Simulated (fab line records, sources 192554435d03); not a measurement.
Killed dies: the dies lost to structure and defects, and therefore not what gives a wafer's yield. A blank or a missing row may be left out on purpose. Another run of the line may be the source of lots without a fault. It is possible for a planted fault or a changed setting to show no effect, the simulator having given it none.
Matching of chambers :: flow n5-finfet :: N5_BEOL_M10_CURE_71 on uv-cure-01: 3 sister chambers
The step cures SiCOH lowk, time 240 s. 22 wafers are shown with their chamber, then 11 later ones without.

## WAFERS, EACH WITH ITS CHAMBER
wafer: L074.1
chamber: 2
wafer_temp_C_max: 387.0
lamp-power-pct (%): 52.24

wafer: L074.2
chamber: 2
wafer_temp_C_max: 386.4
lamp-power-pct (%): 52.38

wafer: L074.4
chamber: 2
wafer_temp_C_max: 387.2
lamp-power-pct (%): 52.39

wafer: L079.1
chamber: 1
wafer_temp_C_max: 389.5
lamp-power-pct (%): 52.27

wafer: L079.3
chamber: 1
wafer_temp_C_max: 388.6
lamp-power-pct (%): 52.28

wafer: L079.4
chamber: 1
wafer_temp_C_max: 388.0
lamp-power-pct (%): 52.35

wafer: L083.2
chamber: 2
wafer_temp_C_max: 387.5
lamp-power-pct (%): 52.23

wafer: L083.4
chamber: 2
wafer_temp_C_max: 386.8
lamp-power-pct (%): 52.31

wafer: L083.5
chamber: 2
wafer_temp_C_max: 386.6
lamp-power-pct (%): 52.36

wafer: L087.4
chamber: 1
wafer_temp_C_max: 388.2
lamp-power-pct (%): 52.34

wafer: L087.5
chamber: 1
wafer_temp_C_max: 389.2
lamp-power-pct (%): 52.32

wafer: L087.6
chamber: 1
wafer_temp_C_max: 388.6
lamp-power-pct (%): 52.27

wafer: L086.1
chamber: 1
wafer_temp_C_max: 389.2
lamp-power-pct (%): 52.25

wafer: L086.3
chamber: 1
wafer_temp_C_max: 387.8
lamp-power-pct (%): 52.27

wafer: L086.4
chamber: 1
wafer_temp_C_max: 387.9
lamp-power-pct (%): 52.34

wafer: L089.1
chamber: 1
wafer_temp_C_max: 388.9
lamp-power-pct (%): 52.30

wafer: L089.3
chamber: 1
wafer_temp_C_max: 388.2
lamp-power-pct (%): 52.41

wafer: L089.4
chamber: 1
wafer_temp_C_max: 387.7
lamp-power-pct (%): 52.43

wafer: L090.1
chamber: 2
wafer_temp_C_max: 386.7
lamp-power-pct (%): 52.42

wafer: L090.4
chamber: 2
wafer_temp_C_max: 386.7
lamp-power-pct (%): 52.26

wafer: L090.6
chamber: 2
wafer_temp_C_max: 387.3
lamp-power-pct (%): 52.27

wafer: L093.3
chamber: 0
wafer_temp_C_max: 387.8
lamp-power-pct (%): 52.27

SIGNATURES (averages over the wafers above)
reading: wafer_temp_C_max
chamber 0: 387.800
chamber 1: 388.483
chamber 2: 386.911
scatter within a chamber: 0.519

reading: lamp-power-pct
chamber 0: 52.2700
chamber 1: 52.3192
chamber 2: 52.3178
scatter within a chamber: 0.0637
Rule: a wafer's distance from a chamber is the root of the sum, over the readings, of the square of ((its reading less the chamber's mean) divided by the reading's scatter). If the next closest chamber is less than 2 further off than the closest, the wafer can't be placed; otherwise it belongs to the closest. The scatter is the square root of a quotient: the sum, over the shown wafers, of each reading's squared deviation from its chamber's mean, divided by wafers minus chambers.

## WAFERS WITH NO CHAMBER GIVEN
wafer: L093.4
wafer_temp_C_max: 387.4
lamp-power-pct (%): 52.29

wafer: L093.5
wafer_temp_C_max: 386.9
lamp-power-pct (%): 52.35

wafer: L096.1
wafer_temp_C_max: 385.8
lamp-power-pct (%): 52.30

wafer: L096.2
wafer_temp_C_max: 386.3
lamp-power-pct (%): 52.29

wafer: L096.3
wafer_temp_C_max: 386.2
lamp-power-pct (%): 52.20

wafer: L096.4
wafer_temp_C_max: 386.0
lamp-power-pct (%): 52.30

wafer: L096.5
wafer_temp_C_max: 386.2
lamp-power-pct (%): 52.34

wafer: L096.6
wafer_temp_C_max: 386.4
lamp-power-pct (%): 52.41

wafer: L095.1
wafer_temp_C_max: 386.5
lamp-power-pct (%): 52.25

wafer: L095.3
wafer_temp_C_max: 386.6
lamp-power-pct (%): 52.39

wafer: L095.4
wafer_temp_C_max: 386.1
lamp-power-pct (%): 52.39

## WHICH CHAMBER EACH ONE RAN IN
wafer: L093.4
from the rows above: can't be placed: 0 or 2 or 1
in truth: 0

wafer: L093.5
from the rows above: can't be placed: 2 or 0
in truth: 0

wafer: L096.1
from the rows above: can't be placed: 2 or 0
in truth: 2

wafer: L096.2
from the rows above: can't be placed: 2 or 0
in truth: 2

wafer: L096.3
from the rows above: can't be placed: 2 or 0
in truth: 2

wafer: L096.4
from the rows above: can't be placed: 2 or 0
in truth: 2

wafer: L096.5
from the rows above: can't be placed: 2 or 0
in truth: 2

wafer: L096.6
from the rows above: can't be placed: 2 or 0
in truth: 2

wafer: L095.1
from the rows above: can't be placed: 2 or 0
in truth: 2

wafer: L095.3
from the rows above: can't be placed: 2 or 0
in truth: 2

wafer: L095.4
from the rows above: can't be placed: 2 or 0
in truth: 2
Placed correctly: 0 of 11. Not placeable from these rows: 11 (in 11, the candidates include the true chamber). Placed wrongly: 0.
